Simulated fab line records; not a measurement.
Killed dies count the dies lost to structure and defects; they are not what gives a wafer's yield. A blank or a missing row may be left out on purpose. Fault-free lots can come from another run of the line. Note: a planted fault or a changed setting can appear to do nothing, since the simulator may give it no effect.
8D (eight disciplines) problem report, filled in by code / flow nand-harc / the parts of the form that need people (team, actions taken, sign-off) are left out

1. WHAT WENT WRONG
killed-at-array at NHARC_END_SORT_01 reads a mean of 161 on 6 wafers of 2 lots; wafers without a fault read 26 with a standard deviation of 9.7. Measured from the usual mean, that is +14 standard deviations.
First seen on wafer L644.3, day 23 15:46, on prober-01. The record has a number at this step for 12 wafers belonging to 4 lots. By rule, "out" or "out of limits" means more than 4 standard deviations away from the usual mean. The other wafers with a number count as sound.

2. WHAT THIS IS AND IS NOT
question=which readings at this step; is=killed-at-array, killed-dies; is not=killed-at-other, killed-at-periphery, killed-short
question=which lots; is=L644, L645; is not=L636, L641
question=which wafers of those lots; is=all that have a number; is not=-
question=read on which gauges; is=prober-01, prober-02; is not=-
question=when; is=from day 23 15:46; is not=up to then (6 sound wafers)

3. SUSPECTS, AND WHAT RULES EACH OUT
Counting: any tool at a process step up to the reading is kept as a suspect provided that every lot that is out went through it and no sound lot did after the first of them.
- the gauge at NHARC_END_SORT_01: ruled out. Those wafers that are out were read across 2 gauges (prober-01, prober-02).
- rie-diel-13 at NHARC_A_STAIRCASE_ETCH_190 (etches the open film in C4F8/O2, target depth 100 nm, time 40.5 s): kept. It ran every lot that is out, first L645 (day 15 05:11), and no sound lot after that. With no start given for some of its lots, NHARC_A_STAIRCASE_ETCH_190 uses the hours and lot order of NHARC_A_STAIRCASE_TRIM_193.
- rie-diel-13 at NHARC_A_STAIRCASE_TRIM_191 (chemistry O2, time 211.2 s): kept. It ran every lot that is out, first L645 (day 15 05:11), and no sound lot after that. With no start given for some of its lots, NHARC_A_STAIRCASE_TRIM_191 uses the hours and lot order of NHARC_A_STAIRCASE_TRIM_193.
- rie-diel-13 at NHARC_A_STAIRCASE_TRIM_193 (chemistry O2, time 211.2 s): kept. It ran every lot that is out, first L645 (day 15 05:11), and no sound lot after that. On those wafers its own readings are out: oes-product-au.
The count leaves rie-diel-13 at NHARC_A_STAIRCASE_ETCH_190, rie-diel-13 at NHARC_A_STAIRCASE_TRIM_191, and rie-diel-13 at NHARC_A_STAIRCASE_TRIM_193.

4. THE CAUSE (what the simulator had put in)
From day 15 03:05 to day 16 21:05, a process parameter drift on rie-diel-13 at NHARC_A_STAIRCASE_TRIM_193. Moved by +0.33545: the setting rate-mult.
Counting left 3 suspects, and this tool is among them.

5. THE EFFECT CHAIN, in route order
One row per reading whose mean, taken over the struck wafers that have a number, lies over 3 standard deviations from the usual. Scope: only readings with a usual standard deviation given in the record; hours: median across lots of the time from each lot's start at the first step in this table that gives one to its start at this step; sigmas: change in usual standard deviations.
hours=0; step=NHARC_A_STAIRCASE_TRIM_193; reading=oes-product-au; usual=1.004 a.u.; on struck wafers=1.226; change=+0.222; sigmas=+14
hours=203; step=NHARC_END_SORT_01; reading=killed-at-array; usual=26; on struck wafers=161; change=+135; sigmas=+14
hours=203; step=NHARC_END_SORT_01; reading=killed-dies; usual=31; on struck wafers=166; change=+135; sigmas=+14
Its process steps:
- NHARC_A_STAIRCASE_TRIM_193: chemistry O2, time 211.2 s.

6. HOW IT WOULD HAVE BEEN CAUGHT EARLIER
Counted from the fault's start at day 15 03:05, it took 205 hours until the first out-of-limits reading at a measuring or inspecting step in this record, taken at day 23 15:46.
Tool's own readings at NHARC_A_STAIRCASE_TRIM_193, oes-product-au: out on all struck wafers the step has rows for; an alarm limit on them would have tripped on the first.
By day 23 15:46 the whole set of lots that are out, 2 in number, had already begun NHARC_A_STAIRCASE_TRIM_193 on rie-diel-13. Tool hold at that time: it would have spared none of them.
